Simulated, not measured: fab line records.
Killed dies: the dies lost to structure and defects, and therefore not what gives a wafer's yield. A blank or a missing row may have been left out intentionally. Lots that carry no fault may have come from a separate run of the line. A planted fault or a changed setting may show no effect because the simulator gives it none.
Check for tools in common	flow n5 finfet	Lots sampled 11, wafers sampled 31

THE REASON FOR OPENING IT
N5_BEOL_M7_THK_MEAS_01, reading M7_ILD_THK: flagged on 3 of 11 lots. No-fault wafers: 155.5 nm, standard deviation 2.4.
Rule: a lot gets a flag if all its wafers with a number sit over 4 standard deviations from that mean, or if no wafer of it has a number. All remaining lots are regarded as sound.

lot	measured	on	M7_ILD_THK (nm), wafer by wafer	flag
L928	day 8 21:27	film metro-01	156.1 156.1 158.4	
L929	day 9 11:14	film metro-02	153.6 154.5	
L932	day 9 18:08	film metro-01	183.6 178.7 184.5	FLAGGED
L933	day 10 06:06	film metro-02	179.0 181.2 180.6	FLAGGED
L935	day 10 15:07	film metro-02	182.7 184.0 183.1	FLAGGED
L942	day 12 05:28	film metro-01	153.3 157.6 156.9	
L943	day 13 02:50	film metro-02	154.5 153.5 158.3	
L946	day 13 11:40	film metro-01	152.8 151.1 154.6	
L949	day 14 02:35	film metro-01	151.5 154.4 153.3	
L945	day 14 06:40	film metro-02	152.5 158.1	
L950	day 14 19:43	film metro-02	153.7 156.0 159.6	
On average the flagged lots' numbers are 181.9 nm, which is +26.4 nm against the usual, or +11 standard deviations.

TOOL THAT RAN EACH LOT
2 process steps preceding the reading are held in the record, out of 1938 steps in the route. Cell contents, in order: the tool; ch with the chambers the sampled wafers went through; the start.
lot	flag	N5_BEOL_M6_CMP_52	N5_BEOL_M7_CURE_74
L928		cmp-04 ch 1,2,3, day 8 20:23	uv cure-02 ch 1, day 8 20:56
L929		cmp-04 ch 0,1, day 9 10:08	uv cure-01 ch 1, day 9 10:43
L932	FLAGGED	cmp-02 ch 0,1,3, day 9 17:02	uv cure-02 ch 1, day 9 17:37
L933	FLAGGED	cmp-02 ch 1,2,3, day 10 05:07	uv cure-02 ch 1, day 10 05:40
L935	FLAGGED	cmp-02 ch 0,1,2, day 10 14:10	uv cure-01 ch 2, day 10 14:51
L942		cmp-04 ch 0,1,2, day 12 03:28	uv cure-03 ch 0, day 12 04:57
L943		cmp-03 ch 1,3, day 13 01:48	uv cure-01 ch 1, day 13 02:19
L946		cmp-04 ch 0,1,3, day 13 10:38	uv cure-03 ch 2, day 13 11:09
L949		cmp-04 ch 1,2,3, day 13 23:45	uv cure-02 ch 1, day 14 02:14
L945		cmp-02 ch 0,1, day 14 05:39	uv cure-02 ch 0, day 14 06:10
L950		cmp-03 ch 0,1,2, day 14 18:17	uv cure-02 ch 1, day 14 18:44
These steps, and what they do:
- N5_BEOL_M6_CMP_52: polishes, stops on SiCOH lowk, t overpolish 6.9 s, target thk 80 nm.
- N5_BEOL_M7_CURE_74: cures SiCOH lowk, time 240 s.
- N5_BEOL_M7_THK_MEAS_01

FLAGGED AGAINST TOTAL, ONE TOOL AT A TIME (gauges that did the reading follow at the end)
step	tool	lots run	flagged	share of the flagged lots	sound lots run after its first flagged lot
N5_BEOL_M6_CMP_52	cmp-02	4	3	all	1 (L945)
N5_BEOL_M6_CMP_52	cmp-03	2	0	none	-
N5_BEOL_M6_CMP_52	cmp-04	5	0	none	-
N5_BEOL_M7_CURE_74	uv cure-01	3	1	some	1 (L943)
N5_BEOL_M7_CURE_74	uv cure-02	6	2	some	3 (L949,L945,L950)
N5_BEOL_M7_CURE_74	uv cure-03	2	0	none	-
N5_BEOL_M7_THK_MEAS_01	film metro-01	5	1	some	3 (L942,L946,L949)
N5_BEOL_M7_THK_MEAS_01	film metro-02	6	2	some	3 (L943,L945,L950)

WHAT IS ALLOWED BY THE TABLE
Rows of the table that ran each flagged lot: 1, that is cmp-02 at N5_BEOL_M6_CMP_52.
- cmp-02 at N5_BEOL_M6_CMP_52 ran 4 lots, 3 of them flagged. After the first flagged lot (L945), sound lots still ran on it; a lasting fault on the whole tool would not permit that.
Every row of the table either missed a flagged lot or ran a sound lot after the first.

WHAT HAD BEEN PUT IN BY THE SIMULATOR
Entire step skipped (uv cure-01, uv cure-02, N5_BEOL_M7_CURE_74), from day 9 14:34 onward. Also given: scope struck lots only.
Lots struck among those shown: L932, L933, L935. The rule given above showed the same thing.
